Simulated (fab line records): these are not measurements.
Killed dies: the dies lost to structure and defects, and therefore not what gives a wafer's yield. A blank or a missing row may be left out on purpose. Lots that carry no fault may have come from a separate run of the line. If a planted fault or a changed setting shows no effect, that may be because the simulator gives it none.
Matching of chambers | flow nand_harc | 3 sister chambers for NHARC_P_CONTACT_DEP_30 on pecvd-01
The step deposits SiNx, target thk 30 nm. 14 wafers are shown with their chamber, then 6 later ones without.

== WAFERS PAIRED WITH THEIR CHAMBERS ==
wafer  | chamber | heater_power_w (W)
L317.1 | 1       | 717
L317.2 | 2       | 856
L317.5 | 2       | 836
L318.1 | 2       | 792
L318.2 | 1       | 667
L318.6 | 0       | 699
L316.1 | 1       | 708
L316.5 | 0       | 672
L316.6 | 2       | 834
L322.4 | 2       | 797
L322.5 | 0       | 675
L322.6 | 1       | 721
L327.1 | 0       | 704
L327.6 | 0       | 705

SIGNATURES (averages over the wafers above)
reading        | chamber 0 | chamber 1 | chamber 2 | scatter within a chamber
heater_power_w | 691.00    | 703.25    | 823.00    | 23.2
Rule: a wafer lies at a distance from a chamber equal to the root of the sum of squares, over the readings, of (its reading less the chamber's mean, divided by the reading's scatter). The wafer belongs to the nearest chamber; if the next one is less than 2 further off, it can't be placed. The scatter is the square root of a quotient: the sum, over the shown wafers, of each reading's squared deviation from its chamber's mean, divided by wafers minus chambers.

== WAFERS MISSING THEIR CHAMBER ==
wafer  | heater_power_w (W)
L329.1 | 927
L329.2 | 689
L329.6 | 936
L336.1 | 844
L336.3 | 704
L336.6 | 836

== EACH ONE'S CHAMBER ==
wafer  | from the rows above     | in truth
L329.1 | 2                       | 2
L329.2 | can't be placed: 0 or 1 | 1
L329.6 | 2                       | 2
L336.1 | 2                       | 2
L336.3 | can't be placed: 1 or 0 | 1
L336.6 | 2                       | 2
Correct placement for 4 of the 6. Can't be placed from these rows: 2 (the true chamber is among the candidates in 2). Placed wrongly: 0.
